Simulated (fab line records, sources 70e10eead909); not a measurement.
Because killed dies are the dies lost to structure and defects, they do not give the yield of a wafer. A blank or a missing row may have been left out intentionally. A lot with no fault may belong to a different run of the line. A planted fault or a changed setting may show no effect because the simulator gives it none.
Matching of chambers	flow nand_harc	3 sister chambers for NHARC_P_M0_DEP_32 on pecvd-04
The step deposits SiCN, target thk 30 nm. 3 wafers are shown with their chamber, then 10 later ones without.

## EACH WAFER AND ITS CHAMBER
wafer	chamber	heater_power_w (W)
L087.4	0	673
L094.3	1	714
L094.4	2	607

## WAFERS WHOSE CHAMBER IS MISSING
wafer	heater_power_w (W)
L094.6	665
L095.2	623
L095.4	614
L095.6	691
L096.3	621
L096.4	629
L096.6	618
L097.2	600
L097.3	611
L097.5	615

## EACH ONE'S CHAMBER
wafer	from the rows above	in truth
L094.6	0	0
L095.2	2	2
L095.4	2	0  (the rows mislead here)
L095.6	can't be placed: 0 or 1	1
L096.3	2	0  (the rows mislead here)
L096.4	can't be placed: 2 or 0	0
L096.6	2	2
L097.2	2	2
L097.3	2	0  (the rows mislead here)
L097.5	2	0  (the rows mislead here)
Correct placement for 4 of the 10. These rows do not allow placing 2 (true chamber among the candidates in 2). 4 placed wrongly.
How it was worked out, from the rows above alone: a wafer's distance from a chamber is the root of the sum, over the readings, of the square of ((its reading less the chamber's mean) divided by the reading's scatter). If the next closest chamber is less than 2 further off than the closest, the wafer can't be placed; otherwise it belongs to the closest. The mean given for a chamber averages the wafers shown for that chamber. The scatter: with one shown wafer a chamber, the root of the mean of the squares of how far each hidden wafer lies from its nearest shown one.
